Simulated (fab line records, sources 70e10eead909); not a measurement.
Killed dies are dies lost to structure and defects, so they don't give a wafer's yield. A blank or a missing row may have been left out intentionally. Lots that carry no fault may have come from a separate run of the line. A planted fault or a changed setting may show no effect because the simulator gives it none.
Struck lot and sound lot, side by side :: flow nandHarc :: 15 out of 1302 route steps
Sound: the wafers L476.2, L476.4, L476.6. Struck: wafer L482.6 (L482.1, L482.4, from the same lot, were not struck and are left out); the cause is given at the end.
Each step with rows lists, per side, the tool, then ch with its chambers, then its first start. Under that, the readings that differ: sound wafers :: struck wafers :: difference of the means :: sigmas: that difference in standard deviations of wafers without a fault.
alike: words and numbers the same on both sides, and readings whose means are apart by under 2 such deviations; not compared: readings that were withheld, readings missing a value for some wafer, numbers with overlapping values and no deviation given by the record, and bounds like >300 which may hide the same value.
Wherever a step has rows on one side only, a row that says differs or no value, or a row with sigmas, the two part there. Numbers that don't overlap but have no deviation are shown without sigmas and don't part them. A reading missing from all wafers of one side parts the sides only when that side holds two or more wafers.

NHARC_A_DECK1_JOINT_ETCHBACK_00: etches the open film in HBr, target depth 30 nm, time 17.4 s.
  sound on rieSi-03 ch 2,3, day 14 19:13; struck on rieSi-03 ch 1, day 17 13:19
reading: chamberPressureMTorr (mTorr)
sound: 14.997 15.010 14.997
struck: 14.969
difference: -0.032
sigmas: -2
  alike: drypumpMotorCurrentA, oesProductAu, rfFwdPowerW, throttleValvePct
  not compared: rfHoursCounterH
then, 8 steps without rows for these wafers: NHARC_A_DECK1_JOINT_PRECLEAN_30 (cleans in SC1); NHARC_A_DECK1_JOINT_SRD_31; NHARC_A_DECK1_JOINT_CVD_34 (deposits SiNx, target thk 20 nm); NHARC_A_DECK1_JOINT_DEP_06 (deposits SiOx, target thk 80 nm); NHARC_A_DECK1_JOINT_CURE_26 (time 32 s); NHARC_A_DECK1_JOINT_ANNEAL_27 (time 3600 s); NHARC_A_DECK1_JOINT_ANNEAL_28 (time 1800 s); NHARC_A_DECK1_JOINT_ANNEAL_29 (time 1800 s).
NHARC_A_DECK1_JOINT_CMP_02: polishes SiOx.
  sound on cmp-01 ch 1,2,3, day 15 17:07; struck on cmp-04 ch 0, day 18 10:47
  alike: motorCurrentA
then, 1 step without rows for these wafers: NHARC_A_DECK1_JOINT_SRD_15.
NHARC_A_DECK1_JOINT_DEP_16: deposits SiO2, target thk 45 nm.
  sound on pecvd-02 ch 0,1, day 15 17:30; struck on pecvd-04 ch 0, day 18 11:14
reading: heaterPowerW (W)
sound: 573 586 614
struck: 337
difference: -254
sigmas: -3

reading: rfFwdPowerW (W)
sound: 896.6 898.5 899.9
struck: 1255.3
difference: +357.0
sigmas: +99 or more
  alike: chamberPressureTorr, showerheadVppV, susceptorTempC, throttleValvePct
NHARC_A_DECK1_JOINT_THK_MEAS_17: measures by ellipsometry.
  sound on filmMetro-01, day 15 17:45; struck on filmMetro-02, day 18 11:27
reading: thkNm (nm)
sound: 48.0 46.8 44.4
struck: 50.2
difference: +3.8
sigmas: +4
NHARC_A_DECK1_JOINT_INSPECT_05:
  sound on defectInspect-01, day 15 17:47; struck on defectInspect-01, day 18 11:29
  alike: rawDefectCount
-- break in the record here, with 13 days between the starts of the struck wafers on either side (left off in module A_DECK1_JOINT, picked up again in module END, where the first step shown is number 1302 on the route) --
NHARC_END_SORT_01:
  here the record holds rows for the struck wafers (prober-01 ch 0, day 31 06:34) but none for the sound ones

== WHERE THEY PART ==
Last at NHARC_END_SORT_01 as far as this record goes, first at NHARC_A_DECK1_JOINT_ETCHBACK_00.

WHY: what the simulator had put in
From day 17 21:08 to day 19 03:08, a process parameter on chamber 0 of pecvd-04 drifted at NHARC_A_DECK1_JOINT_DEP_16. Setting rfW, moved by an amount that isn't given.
